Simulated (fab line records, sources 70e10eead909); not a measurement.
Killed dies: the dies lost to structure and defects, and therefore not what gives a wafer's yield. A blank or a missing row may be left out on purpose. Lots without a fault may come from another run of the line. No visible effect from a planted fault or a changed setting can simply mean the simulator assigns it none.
Which tool is to blame? ; flow nandHarc ; 7 lots with 21 wafers sampled at 2 steps, on a route of 1159 steps

## WHAT THE GAUGES SHOWED, per wafer
NHARC_A_ONON_D1_THK_MEAS_02: measures by ellipsometry.
lot;measured;on;thkNm (nm)
L838;day 7 22:24;filmMetro-02;998 996 996
L841;day 8 04:43;filmMetro-02;1005 1005 1007
L843;day 9 04:32;filmMetro-02;1005 1006 1005
L847;day 9 23:46;filmMetro-01;1003 1001 1002
L849;day 10 16:37;filmMetro-02;1010 1008 1009
L852;day 11 08:13;filmMetro-01;998 998 999
L860;day 13 08:56;filmMetro-02;1436 1002 1436

## TOOL THAT RAN EACH LOT (tool first, then ch and the chambers of the sampled wafers, then the start)
lot;NHARC_A_ONON_D1_DEP_00
L838;pecvdOnon-01 ch 0, day 7 21:52
L841;pecvdOnon-02 ch 0, day 8 04:12
L843;pecvdOnon-02 ch 0, day 9 04:01
L847;pecvdOnon-01 ch 0, day 9 23:18
L849;pecvdOnon-02 ch 0, day 10 16:06
L852;pecvdOnon-01 ch 0, day 11 07:42
L860;pecvdOnon-01 ch 0, day 13 08:26
- NHARC_A_ONON_D1_DEP_00: target thk 1000 nm.

## THE ANSWER, worked out from the rows above alone
Rule: the lots themselves supply what counts as usual. The widest of any qualifying gaps counts: lots, ordered by their means at a reading, are off when they make up no more than a third of the lots, leave a main group of 4 or more, and stand apart from it by 3 or more times the standard deviation of that group's means. A main group whose means are all the same, to the digits that the tables above print for the reading, isn't used. A lot without any number at a reading at which 4 lots or more have one is off too. Where the step has rows for the other lots, those lots are counted as sound.
Off: L860 (NHARC_A_ONON_D1_THK_MEAS_02, thkNm). The main group has a mean of 1003 nm with a standard deviation of 4.3.
If a tool, at a process step before that reading, ran all the lots that are off and no sound lot after the first of them, it fits. The gauges at NHARC_A_ONON_D1_THK_MEAS_02 are tried like those tools. 2 tools fit, pecvdOnon-01 at NHARC_A_ONON_D1_DEP_00 and filmMetro-02 at NHARC_A_ONON_D1_THK_MEAS_02, so this cannot tell which one it is.

## WHAT THE SIMULATOR PUT IN
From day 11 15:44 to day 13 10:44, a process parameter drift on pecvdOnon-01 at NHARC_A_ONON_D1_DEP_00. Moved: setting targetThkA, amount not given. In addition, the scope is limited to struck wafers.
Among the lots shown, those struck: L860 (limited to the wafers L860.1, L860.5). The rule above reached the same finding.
